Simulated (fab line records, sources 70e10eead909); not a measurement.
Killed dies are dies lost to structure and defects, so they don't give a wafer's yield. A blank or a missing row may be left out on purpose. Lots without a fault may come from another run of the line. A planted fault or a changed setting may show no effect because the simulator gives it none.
Chamber matching | flow nand_harc | NHARC_P_M1_DEP_33 on pecvd-01: 3 sister chambers
The step deposits SiCN, target thk 30 nm. 3 wafers are shown with their chamber, then 12 later ones without.

WAFERS WITH THEIR CHAMBER
wafer  | chamber | heater_power_w (W)
L084.6 | 1       | 461
L086.5 | 0       | 663
L086.6 | 2       | 612

WAFERS WITHOUT THEIR CHAMBER
wafer  | heater_power_w (W)
L089.3 | 417
L089.5 | 663
L089.6 | 434
L088.2 | 484
L088.4 | 495
L088.5 | 577
L092.1 | 406
L092.2 | 612
L092.5 | 607
L094.2 | 595
L094.4 | 580
L094.5 | 401

WHICH CHAMBER EACH WENT THROUGH
wafer  | from the rows above     | in truth
L089.3 | 1                       | 1
L089.5 | can't be placed: 0 or 2 | 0
L089.6 | 1                       | 1
L088.2 | 1                       | 1
L088.4 | 1                       | 1
L088.5 | can't be placed: 2 or 0 | 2
L092.1 | 1                       | 1
L092.2 | can't be placed: 2 or 0 | 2
L092.5 | can't be placed: 2 or 0 | 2
L094.2 | can't be placed: 2 or 0 | 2
L094.4 | can't be placed: 2 or 0 | 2
L094.5 | 1                       | 1
Placed correctly: 6 of 12. Can't be placed from these rows: 6 (the true chamber is among the candidates in 6). Placed wrongly: 0.
How it was worked out, from the rows above alone: a wafer's distance from a chamber is the root of the sum, over the readings, of the square of ((its reading less the chamber's mean) divided by the reading's scatter). The wafer belongs to the nearest chamber; if the next one is less than 2 further off, it can't be placed. A chamber's mean is the mean of its shown wafers. The scatter: with one shown wafer a chamber, the root of the mean of the squares of how far each hidden wafer lies from its nearest shown one.
